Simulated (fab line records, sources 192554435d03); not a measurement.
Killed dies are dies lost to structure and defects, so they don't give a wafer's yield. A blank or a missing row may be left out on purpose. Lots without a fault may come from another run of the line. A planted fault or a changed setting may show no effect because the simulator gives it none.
Split-lot experiment | flow n5_finfet | 7 lots, 21 wafers read, on a route of 1938 steps

THE SPLIT
At N5_MOL_CONTACT_COAG_ALD_27 (deposits SiOC, target thk 17 nm, pulse time 1.5 s, time 2720 s), the setting ald_cycles was moved away from the recipe's 340 on 7 of the 21 wafers read, by -14.1% to +9.7%. The other wafers ran this setting at the recipe's value.

The reading is taken at the split's own step.

THE READING
SiOC_of_MOL_CONTACT_COAG_ALD_27.thk_nm (the simulator's own value, which no gauge read), in nm, at N5_MOL_CONTACT_COAG_ALD_27 (deposits SiOC, target thk 17 nm, pulse time 1.5 s, time 2720 s). The file gives no usual value for it. The 14 wafers here that ran the recipe average 17.0 nm, standard deviation 0.11 nm.

wafer  | tool, chamber at the split | ald_cycles as run | against the recipe | SiOC_of_MOL_CONTACT_COAG_ALD_27.thk_nm, nm | against lot-mates on the recipe
L077.2 | ald_sin-04, 1,2,3          | 340               | recipe             | 17                                         | -
L077.4 | ald_sin-04, 1,2,3          | 340               | recipe             | 17                                         | -
L077.6 | ald_sin-04, 1,2,3          | 340               | recipe             | 17                                         | -
L078.1 | ald_sin-04, 3              | 340               | recipe             | 17.2                                       | -
L078.5 | ald_sin-04, 3,0            | 340               | recipe             | 17                                         | -
L078.6 | ald_sin-04, 3,0            | 340               | recipe             | 17                                         | -
L079.4 | ald_sin-03, 0,1            | 340               | recipe             | 17                                         | -
L079.6 | ald_sin-03, 0,1            | 340               | recipe             | 17                                         | -
L079.5 | ald_sin-03, 2              | 340               | recipe             | 17.2                                       | -
L082.1 | ald_sin-03, 1,0            | 340               | recipe             | 17.2                                       | -
L082.4 | ald_sin-03, 1,0            | 340               | recipe             | 17.2                                       | -
L082.6 | ald_sin-03, 3              | 340               | recipe             | 17                                         | -
L084.3 | ald_sin-03, 1,2            | 366               | +7.6%              | 18.4                                       | +1.4
L084.5 | ald_sin-03, 1,2            | 366               | +7.6%              | 18.4                                       | +1.4
L084.4 | ald_sin-03, 0              | 340               | recipe             | 17                                         | -
L086.2 | ald_sin-01, 1              | 340               | recipe             | 16.8                                       | -
L086.3 | ald_sin-01, 2,0            | 373               | +9.7%              | 18.6                                       | +1.8
L086.4 | ald_sin-01, 2,0            | 373               | +9.7%              | 18.6                                       | +1.8
L089.1 | ald_sin-01, 3,0,3          | 292               | -14.1%             | 14.6                                       | no lot-mate on the recipe
L089.3 | ald_sin-01, 3,0,3          | 292               | -14.1%             | 14.6                                       | no lot-mate on the recipe
L089.5 | ald_sin-01, 3,0,3          | 292               | -14.1%             | 14.6                                       | no lot-mate on the recipe
Where a row lists several chambers, the file gives one row for several wafers and doesn't say which wafer went through which chamber.

THE FIT
A straight line over all 21 wafers: SiOC_of_MOL_CONTACT_COAG_ALD_27.thk_nm changes by +0.171 nm for each +1% of ald_cycles; r = +1.00; the points scatter about the line by 0.1 nm.
The same after taking each lot's own level away (the mean of its wafers on the recipe; 18 wafers): +0.185 nm for each +1%; r = +1.00; scatter 0.071 nm.
On that fit, the largest move of ald_cycles shifts the reading by 2.6 nm.
The lots' own levels span 16.80 to 17.13 nm, that is 3.0 times the standard deviation above.
So the lot-to-lot level changes the slope little: the two slopes agree.
Check: with one of the wafers moved furthest among these (+9.7%) left out of the fit, the line predicts +1.79 nm for it against its lot-mates. It came out at +1.8 nm against them.

OTHER SPLITS ON THESE WAFERS
These wafers also went through other splits before the reading. Each is held against what the fit with the lots' levels taken away leaves over:
other split on the same wafers               | wafers away from the commonest value | r with SiOC_of_MOL_CONTACT_COAG_ALD_27.thk_nm (lot level and that fit taken away)
N5_GATE_CUT_COAT_34 spin_rpm                 | 5                                    | -0.05
N5_MOL_CONTACT_COAG_ETCH_105 bias_w          | 5                                    | +0.22
N5_MOL_CONTACT_COAG_CONTACT_ETCH_14 source_w | 10                                   | +0.03

THE FILE'S OWN FIT
SiOC_of_MOL_CONTACT_COAG_ALD_27.thk_nm changes by +0.185 nm for each +1% of ald_cycles, r = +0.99.
